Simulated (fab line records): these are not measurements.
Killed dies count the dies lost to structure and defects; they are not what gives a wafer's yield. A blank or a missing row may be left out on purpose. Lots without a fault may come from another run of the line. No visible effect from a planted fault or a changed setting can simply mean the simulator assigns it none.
Chamber matching / flow nand-harc / 4 sister chambers for NHARC_P_GATE_DESCUM_13 on rie-diel-01
The step chemistry O2, time 3 s. 20 wafers are shown with their chamber, then 10 later ones without.

## WAFERS, EACH WITH ITS CHAMBER
wafer=L074.2; chamber=2; oes-product-au (a.u.)=1.004; rf-vpp-V (V)=58.3; throttle-valve-pct (%)=11.302
wafer=L074.3; chamber=1; oes-product-au (a.u.)=0.994; rf-vpp-V (V)=56.6; throttle-valve-pct (%)=11.313
wafer=L074.5; chamber=0; oes-product-au (a.u.)=0.992; rf-vpp-V (V)=58.7; throttle-valve-pct (%)=11.319
wafer=L075.1; chamber=3; oes-product-au (a.u.)=1.006; rf-vpp-V (V)=59.1; throttle-valve-pct (%)=11.311
wafer=L075.2; chamber=1; oes-product-au (a.u.)=1.004; rf-vpp-V (V)=56.5; throttle-valve-pct (%)=11.300
wafer=L075.4; chamber=0; oes-product-au (a.u.)=0.984; rf-vpp-V (V)=58.7; throttle-valve-pct (%)=11.307
wafer=L076.1; chamber=1; oes-product-au (a.u.)=1.012; rf-vpp-V (V)=59.0; throttle-valve-pct (%)=11.314
wafer=L076.2; chamber=0; oes-product-au (a.u.)=0.995; rf-vpp-V (V)=58.3; throttle-valve-pct (%)=11.324
wafer=L076.6; chamber=0; oes-product-au (a.u.)=0.985; rf-vpp-V (V)=59.9; throttle-valve-pct (%)=11.312
wafer=L077.2; chamber=1; oes-product-au (a.u.)=1.012; rf-vpp-V (V)=56.4; throttle-valve-pct (%)=11.330
wafer=L077.5; chamber=3; oes-product-au (a.u.)=0.996; rf-vpp-V (V)=57.7; throttle-valve-pct (%)=11.322
wafer=L077.6; chamber=0; oes-product-au (a.u.)=0.993; rf-vpp-V (V)=56.8; throttle-valve-pct (%)=11.296
wafer=L083.2; chamber=3; oes-product-au (a.u.)=1.000; rf-vpp-V (V)=58.1; throttle-valve-pct (%)=11.306
wafer=L083.5; chamber=3; oes-product-au (a.u.)=1.013; rf-vpp-V (V)=58.9; throttle-valve-pct (%)=11.317
wafer=L083.6; chamber=2; oes-product-au (a.u.)=0.996; rf-vpp-V (V)=57.6; throttle-valve-pct (%)=11.319
wafer=L085.1; chamber=1; oes-product-au (a.u.)=0.993; rf-vpp-V (V)=58.2; throttle-valve-pct (%)=11.315
wafer=L085.3; chamber=2; oes-product-au (a.u.)=1.001; rf-vpp-V (V)=58.4; throttle-valve-pct (%)=11.311
wafer=L085.6; chamber=3; oes-product-au (a.u.)=1.019; rf-vpp-V (V)=57.4; throttle-valve-pct (%)=11.335
wafer=L091.1; chamber=3; oes-product-au (a.u.)=1.014; rf-vpp-V (V)=58.6; throttle-valve-pct (%)=11.305
wafer=L091.2; chamber=0; oes-product-au (a.u.)=1.000; rf-vpp-V (V)=57.1; throttle-valve-pct (%)=11.306

SIGNATURES (means of the wafers above)
reading=oes-product-au; chamber 0=0.99150; chamber 1=1.00300; chamber 2=1.00033; chamber 3=1.00800; scatter within a chamber=0.00773
reading=rf-vpp-V; chamber 0=58.250; chamber 1=57.340; chamber 2=58.100; chamber 3=58.300; scatter within a chamber=0.964
reading=throttle-valve-pct; chamber 0=11.31067; chamber 1=11.31440; chamber 2=11.31067; chamber 3=11.31600; scatter within a chamber=0.0104
Rule: a wafer lies at a distance from a chamber equal to the root of the sum of squares, over the readings, of (its reading less the chamber's mean, divided by the reading's scatter). The wafer belongs to the nearest chamber; if the next one is less than 2 further off, it can't be placed. The scatter is the square root of a quotient: the sum, over the shown wafers, of each reading's squared deviation from its chamber's mean, divided by wafers minus chambers.

## WAFERS MISSING THEIR CHAMBER
wafer=L091.3; oes-product-au (a.u.)=1.020; rf-vpp-V (V)=57.7; throttle-valve-pct (%)=11.320
wafer=L090.2; oes-product-au (a.u.)=0.996; rf-vpp-V (V)=58.6; throttle-valve-pct (%)=11.329
wafer=L090.4; oes-product-au (a.u.)=1.000; rf-vpp-V (V)=58.5; throttle-valve-pct (%)=11.317
wafer=L090.5; oes-product-au (a.u.)=0.997; rf-vpp-V (V)=57.7; throttle-valve-pct (%)=11.319
wafer=L094.1; oes-product-au (a.u.)=0.998; rf-vpp-V (V)=58.0; throttle-valve-pct (%)=11.308
wafer=L094.2; oes-product-au (a.u.)=1.011; rf-vpp-V (V)=58.5; throttle-valve-pct (%)=11.316
wafer=L094.3; oes-product-au (a.u.)=1.008; rf-vpp-V (V)=57.9; throttle-valve-pct (%)=11.319
wafer=L096.2; oes-product-au (a.u.)=1.006; rf-vpp-V (V)=57.4; throttle-valve-pct (%)=11.313
wafer=L096.3; oes-product-au (a.u.)=0.997; rf-vpp-V (V)=56.9; throttle-valve-pct (%)=11.306
wafer=L096.6; oes-product-au (a.u.)=0.997; rf-vpp-V (V)=58.2; throttle-valve-pct (%)=11.307

## EACH ONE'S CHAMBER
wafer=L091.3; from the rows above=can't be placed: 3 or 1 or 2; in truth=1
wafer=L090.2; from the rows above=can't be placed: 0 or 2 or 3 or 1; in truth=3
wafer=L090.4; from the rows above=can't be placed: 2 or 3 or 0 or 1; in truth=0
wafer=L090.5; from the rows above=can't be placed: 1 or 2 or 0 or 3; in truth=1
wafer=L094.1; from the rows above=can't be placed: 2 or 0 or 1 or 3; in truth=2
wafer=L094.2; from the rows above=can't be placed: 3 or 2 or 1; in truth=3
wafer=L094.3; from the rows above=can't be placed: 3 or 1 or 2 or 0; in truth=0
wafer=L096.2; from the rows above=can't be placed: 1 or 3 or 2 or 0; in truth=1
wafer=L096.3; from the rows above=can't be placed: 1 or 2 or 0 or 3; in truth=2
wafer=L096.6; from the rows above=can't be placed: 2 or 0 or 1 or 3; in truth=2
Correct placement for 0 of the 10. These rows do not allow placing 10 (true chamber among the candidates in 10). Wrongly placed: 0.
